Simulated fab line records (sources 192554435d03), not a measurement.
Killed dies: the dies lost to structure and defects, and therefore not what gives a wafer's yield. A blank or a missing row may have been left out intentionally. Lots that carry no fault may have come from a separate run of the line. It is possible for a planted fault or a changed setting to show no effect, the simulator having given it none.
Which tool did it? :: flow n5_finfet :: 14 lots, 41 wafers sampled, at 4 steps of a route of 1938

## WHAT THE GAUGES SHOWED, per wafer
The record holds no reading of a measuring or inspecting step that can be judged against a usual standard deviation.

## TOOL THAT RAN EACH LOT (tool first, then ch and the chambers of the sampled wafers, then the start)
lot: L459
N5_DUMMY_REMOVAL_HM_STRIP_01: rie_diel-02 ch 0,3, day 4 02:08
N5_HKMG_FIN_ALD_74: ald_hk-01 ch 0,2, day 4 03:16
N5_HKMG_FIN_DEVELOP_11: litho_track-02 ch 0, day 4 07:02
N5_HKMG_FIN_STRIP_19: plasma_asher-01 ch 0, day 4 07:47

lot: L460
N5_DUMMY_REMOVAL_HM_STRIP_01: rie_diel-06 ch 0,1,3, day 4 09:14
N5_HKMG_FIN_ALD_74: ald_hk-02 ch 0,1,3, day 4 10:11
N5_HKMG_FIN_DEVELOP_11: litho_track-01 ch 0, day 4 14:06
N5_HKMG_FIN_STRIP_19: plasma_asher-02 ch 0,1, day 4 14:51

lot: L461
N5_DUMMY_REMOVAL_HM_STRIP_01: rie_diel-05 ch 1,2,3, day 4 14:15
N5_HKMG_FIN_ALD_74: ald_hk-03 ch 2,3, day 4 15:16
N5_HKMG_FIN_DEVELOP_11: litho_track-03 ch 0, day 4 19:00
N5_HKMG_FIN_STRIP_19: plasma_asher-01 ch 0,1, day 4 19:56

lot: L462
N5_DUMMY_REMOVAL_HM_STRIP_01: rie_diel-06 ch 1,3, day 4 23:06
N5_HKMG_FIN_ALD_74: ald_hk-01 ch 0,1,3, day 5 00:04
N5_HKMG_FIN_DEVELOP_11: litho_track-01 ch 0, day 5 03:55
N5_HKMG_FIN_STRIP_19: plasma_asher-01 ch 0,1, day 5 04:39

lot: L463
N5_DUMMY_REMOVAL_HM_STRIP_01: rie_diel-05 ch 1,2,3, day 5 05:53
N5_HKMG_FIN_ALD_74: ald_hk-02 ch 1,2,3, day 5 06:50
N5_HKMG_FIN_DEVELOP_11: litho_track-01 ch 0, day 5 11:10
N5_HKMG_FIN_STRIP_19: plasma_asher-02 ch 0,1, day 5 12:01

lot: L464
N5_DUMMY_REMOVAL_HM_STRIP_01: rie_diel-02 ch 0,1, day 5 11:00
N5_HKMG_FIN_ALD_74: ald_hk-03 ch 0,2, day 5 11:58
N5_HKMG_FIN_DEVELOP_11: litho_track-02 ch 0, day 5 15:55
N5_HKMG_FIN_STRIP_19: plasma_asher-01 ch 0,1, day 5 16:40

lot: L470
N5_DUMMY_REMOVAL_HM_STRIP_01: rie_diel-06 ch 0,1,2, day 6 22:02
N5_HKMG_FIN_ALD_74: ald_hk-03 ch 0,1,3, day 6 23:00
N5_HKMG_FIN_DEVELOP_11: litho_track-02 ch 0, day 7 03:11
N5_HKMG_FIN_STRIP_19: plasma_asher-02 ch 0,1, day 7 03:58

lot: L474
N5_DUMMY_REMOVAL_HM_STRIP_01: rie_diel-05 ch 0,1, day 7 22:58
N5_HKMG_FIN_ALD_74: ald_hk-01 ch 0,2,3, day 7 23:56
N5_HKMG_FIN_DEVELOP_11: litho_track-02 ch 0, day 8 03:41
N5_HKMG_FIN_STRIP_19: plasma_asher-02 ch 0,1, day 8 04:59

lot: L475
N5_DUMMY_REMOVAL_HM_STRIP_01: rie_diel-05 ch 0,1,2, day 8 03:41
N5_HKMG_FIN_ALD_74: ald_hk-02 ch 0,2, day 8 04:40
N5_HKMG_FIN_DEVELOP_11: litho_track-02, day 8 08:37
N5_HKMG_FIN_STRIP_19: plasma_asher-02 ch 0,1, day 8 09:28

lot: L476
N5_DUMMY_REMOVAL_HM_STRIP_01: rie_diel-06 ch 0,2, day 8 11:00
N5_HKMG_FIN_ALD_74: ald_hk-03 ch 0,1,3, day 8 12:04
N5_HKMG_FIN_DEVELOP_11: litho_track-02, day 8 15:56
N5_HKMG_FIN_STRIP_19: plasma_asher-02 ch 1, day 8 16:41

lot: L477
N5_DUMMY_REMOVAL_HM_STRIP_01: rie_diel-05 ch 0,1,3, day 8 15:10
N5_HKMG_FIN_ALD_74: ald_hk-03 ch 0,1,3, day 8 16:07
N5_HKMG_FIN_DEVELOP_11: litho_track-01 ch 0, day 8 20:17
N5_HKMG_FIN_STRIP_19: plasma_asher-02 ch 0,1, day 8 21:02

lot: L479
N5_DUMMY_REMOVAL_HM_STRIP_01: rie_diel-02 ch 0,3, day 9 06:09
N5_HKMG_FIN_ALD_74: ald_hk-01 ch 0,2,3, day 9 07:07
N5_HKMG_FIN_DEVELOP_11: litho_track-03 ch 0, day 9 10:59
N5_HKMG_FIN_STRIP_19: plasma_asher-02 ch 0,1, day 9 11:46

lot: L480
N5_DUMMY_REMOVAL_HM_STRIP_01: rie_diel-06 ch 0,1,3, day 9 09:36
N5_HKMG_FIN_ALD_74: ald_hk-01 ch 0,1,3, day 9 10:44
N5_HKMG_FIN_DEVELOP_11: litho_track-02 ch 0, day 9 14:39
N5_HKMG_FIN_STRIP_19: plasma_asher-02 ch 0,1, day 9 15:23

lot: L481
N5_DUMMY_REMOVAL_HM_STRIP_01: rie_diel-02 ch 1,2, day 9 17:27
N5_HKMG_FIN_ALD_74: ald_hk-02 ch 1,2,3, day 9 18:25
N5_HKMG_FIN_DEVELOP_11: litho_track-02 ch 0, day 9 22:09
N5_HKMG_FIN_STRIP_19: plasma_asher-02 ch 0,1, day 9 23:05
- N5_DUMMY_REMOVAL_HM_STRIP_01: strips SiNx in CH3F/O2, stops on poly-Si, target depth 4 nm, time 6.8 s.
- N5_HKMG_FIN_ALD_74: deposits La2O3, target thk 0.5 nm, pulse time 6 s, co reactant pulse time 1 s.
- N5_HKMG_FIN_DEVELOP_11: develop time 30 s.
- N5_HKMG_FIN_STRIP_19: strips in N2/H2, time 360 s.

## AS READ BY THE TOOLS THEMSELVES (means over the sampled wafers that have a number; for cases with no such wafer, the mark the record gives instead)
N5_DUMMY_REMOVAL_HM_STRIP_01.
lot: L459
tool: rie_diel-02
drypump_motor_current_A (A): 5.2
oes_product_au (a.u.): 0.64
rf_vpp_V (V): 126.5
showerhead_plenum_p_Torr (Torr): 1.92
throttle_valve_pct (%): 16.55

lot: L460
tool: rie_diel-06
drypump_motor_current_A (A): 5.8
oes_product_au (a.u.): 0.64
rf_vpp_V (V): 127.5
showerhead_plenum_p_Torr (Torr): 2.06
throttle_valve_pct (%): 16.33

lot: L461
tool: rie_diel-05
drypump_motor_current_A (A): 5.8
oes_product_au (a.u.): 0.63
rf_vpp_V (V): 127.7
showerhead_plenum_p_Torr (Torr): 2.04
throttle_valve_pct (%): 16.31

lot: L462
tool: rie_diel-06
drypump_motor_current_A (A): 5.9
oes_product_au (a.u.): 0.61
rf_vpp_V (V): 128.1
showerhead_plenum_p_Torr (Torr): 2.07
throttle_valve_pct (%): 16.41

lot: L463
tool: rie_diel-05
drypump_motor_current_A (A): 5.8
oes_product_au (a.u.): 0.62
rf_vpp_V (V): 128.8
showerhead_plenum_p_Torr (Torr): 2.04
throttle_valve_pct (%): 16.31

lot: L464
tool: rie_diel-02
drypump_motor_current_A (A): 5.3
oes_product_au (a.u.): 0.62
rf_vpp_V (V): 126.7
showerhead_plenum_p_Torr (Torr): 1.96
throttle_valve_pct (%): 16.53

lot: L470
tool: rie_diel-06
drypump_motor_current_A (A): 5.7
oes_product_au (a.u.): 0.65
rf_vpp_V (V): 127.2
showerhead_plenum_p_Torr (Torr): 2.03
throttle_valve_pct (%): 16.24

lot: L474
tool: rie_diel-05
drypump_motor_current_A (A): 5.4
oes_product_au (a.u.): 0.60
rf_vpp_V (V): 127.1
showerhead_plenum_p_Torr (Torr): 2.02
throttle_valve_pct (%): 16.51

lot: L475
tool: rie_diel-05
drypump_motor_current_A (A): 5.5
oes_product_au (a.u.): 0.61
rf_vpp_V (V): 127.4
showerhead_plenum_p_Torr (Torr): 2.03
throttle_valve_pct (%): 16.39

lot: L476
tool: rie_diel-06
drypump_motor_current_A (A): 5.7
oes_product_au (a.u.): 0.62
rf_vpp_V (V): 127.9
showerhead_plenum_p_Torr (Torr): 2.00
throttle_valve_pct (%): 16.45

lot: L477
tool: rie_diel-05
drypump_motor_current_A (A): 5.4
oes_product_au (a.u.): 0.59
rf_vpp_V (V): 127.1
showerhead_plenum_p_Torr (Torr): 1.96
throttle_valve_pct (%): 16.41

lot: L479
tool: rie_diel-02
drypump_motor_current_A (A): 5.4
oes_product_au (a.u.): 0.64
rf_vpp_V (V): 126.7
showerhead_plenum_p_Torr (Torr): 1.91
throttle_valve_pct (%): 16.57

lot: L480
tool: rie_diel-06
drypump_motor_current_A (A): 5.8
oes_product_au (a.u.): 0.68
rf_vpp_V (V): 127.8
showerhead_plenum_p_Torr (Torr): 2.04
throttle_valve_pct (%): 16.23

lot: L481
tool: rie_diel-02
drypump_motor_current_A (A): 5.9
oes_product_au (a.u.): 0.64
rf_vpp_V (V): 128.4
showerhead_plenum_p_Torr (Torr): 2.08
throttle_valve_pct (%): 16.24

N5_HKMG_FIN_ALD_74.
lot: L459
tool: ald_hk-01
heater_power_w (W): 349
precursor_pulse_height_rel: 0.996

lot: L460
tool: ald_hk-02
heater_power_w (W): 325
precursor_pulse_height_rel: 1.009

lot: L461
tool: ald_hk-03
heater_power_w (W): 318
precursor_pulse_height_rel: 1.013

lot: L462
tool: ald_hk-01
heater_power_w (W): 357
precursor_pulse_height_rel: 1.000

lot: L463
tool: ald_hk-02
heater_power_w (W): 323
precursor_pulse_height_rel: 0.983

lot: L464
tool: ald_hk-03
heater_power_w (W): 390
precursor_pulse_height_rel: 1.019

lot: L470
tool: ald_hk-03
heater_power_w (W): 369
precursor_pulse_height_rel: 1.011

lot: L474
tool: ald_hk-01
heater_power_w (W): 349
precursor_pulse_height_rel: 1.001

lot: L475
tool: ald_hk-02
heater_power_w (W): 288
precursor_pulse_height_rel: 0.989

lot: L476
tool: ald_hk-03
heater_power_w (W): 370
precursor_pulse_height_rel: 0.982

lot: L477
tool: ald_hk-03
heater_power_w (W): 365
precursor_pulse_height_rel: 1.010

lot: L479
tool: ald_hk-01
heater_power_w (W): 346
precursor_pulse_height_rel: 0.998

lot: L480
tool: ald_hk-01
heater_power_w (W): 359
precursor_pulse_height_rel: 1.002

lot: L481
tool: ald_hk-02
heater_power_w (W): 320
precursor_pulse_height_rel: 1.013

N5_HKMG_FIN_DEVELOP_11.
lot: L459
tool: litho_track-02
chill_plate_temp_C (C): 23.02

lot: L460
tool: litho_track-01
chill_plate_temp_C (C): 22.99

lot: L461
tool: litho_track-03
chill_plate_temp_C (C): 22.95

lot: L462
tool: litho_track-01
chill_plate_temp_C (C): 22.94

lot: L463
tool: litho_track-01
chill_plate_temp_C (C): 23.06

lot: L464
tool: litho_track-02
chill_plate_temp_C (C): 23.13

lot: L470
tool: litho_track-02
chill_plate_temp_C (C): 22.94

lot: L474
tool: litho_track-02
chill_plate_temp_C (C): 22.90

lot: L475
tool: litho_track-02
chill_plate_temp_C (C): -

lot: L476
tool: litho_track-02
chill_plate_temp_C (C): -

lot: L477
tool: litho_track-01
chill_plate_temp_C (C): 22.92

lot: L479
tool: litho_track-03
chill_plate_temp_C (C): 22.95

lot: L480
tool: litho_track-02
chill_plate_temp_C (C): 23.00

lot: L481
tool: litho_track-02
chill_plate_temp_C (C): 22.98

N5_HKMG_FIN_STRIP_19.
lot: L459
tool: plasma_asher-01
drypump_motor_current_A (A): 6.6
heater_power_w (W): 426
n2_flow_sccm (sccm): 1755

lot: L460
tool: plasma_asher-02
drypump_motor_current_A (A): 6.2
heater_power_w (W): 409
n2_flow_sccm (sccm): 1743

lot: L461
tool: plasma_asher-01
drypump_motor_current_A (A): 6.3
heater_power_w (W): 435
n2_flow_sccm (sccm): 1739

lot: L462
tool: plasma_asher-01
drypump_motor_current_A (A): 6.1
heater_power_w (W): 444
n2_flow_sccm (sccm): 1748

lot: L463
tool: plasma_asher-02
drypump_motor_current_A (A): 6.0
heater_power_w (W): 403
n2_flow_sccm (sccm): 1750

lot: L464
tool: plasma_asher-01
drypump_motor_current_A (A): 6.3
heater_power_w (W): 432
n2_flow_sccm (sccm): 1740

lot: L470
tool: plasma_asher-02
drypump_motor_current_A (A): 6.2
heater_power_w (W): 413
n2_flow_sccm (sccm): 1749

lot: L474
tool: plasma_asher-02
drypump_motor_current_A (A): 6.1
heater_power_w (W): 398
n2_flow_sccm (sccm): 1749

lot: L475
tool: plasma_asher-02
drypump_motor_current_A (A): 6.0
heater_power_w (W): 408
n2_flow_sccm (sccm): 1754

lot: L476
tool: plasma_asher-02
drypump_motor_current_A (A): 6.4
heater_power_w (W): 409
n2_flow_sccm (sccm): 1740

lot: L477
tool: plasma_asher-02
drypump_motor_current_A (A): 6.1
heater_power_w (W): 405
n2_flow_sccm (sccm): 1745

lot: L479
tool: plasma_asher-02
drypump_motor_current_A (A): 6.0
heater_power_w (W): 406
n2_flow_sccm (sccm): 1747

lot: L480
tool: plasma_asher-02
drypump_motor_current_A (A): 6.2
heater_power_w (W): 407
n2_flow_sccm (sccm): 1746

lot: L481
tool: plasma_asher-02
drypump_motor_current_A (A): 6.2
heater_power_w (W): 408
n2_flow_sccm (sccm): 1749

## THE ANSWER, worked out from the rows above alone
Rule: usual is defined by the lots themselves. Put in order of their means at a reading, lots are off if they are a third of the lots or fewer, leave a main group of 4 or more, and stand apart from it by a gap of 3 or more times the standard deviation of the main group's means; of several such gaps the widest counts. Not used: any main group whose means are identical at the precision the tables above print for the reading. A lot without any number at a reading at which 4 lots or more have one is off too. Any other lot the step has rows for is counted as sound. Order of review: gauges by route order, followed by the tools' own readings, for which a lot's mean as printed above is used. The first step at which some lot is off is used, and at that step the reading that is off furthest; a lot without a number counts as furthest.
Off at N5_HKMG_FIN_DEVELOP_11 (chill_plate_temp_C): L475, L476. Without a number there: L475, L476. The main group has a mean of 22.98 C with a standard deviation of 0.062.
If a tool, at that step or one of the process steps before it, ran each lot that is off and ran no sound lot following the first of them, it fits. None of those tried fits.

## WHAT THE SIMULATOR PUT IN
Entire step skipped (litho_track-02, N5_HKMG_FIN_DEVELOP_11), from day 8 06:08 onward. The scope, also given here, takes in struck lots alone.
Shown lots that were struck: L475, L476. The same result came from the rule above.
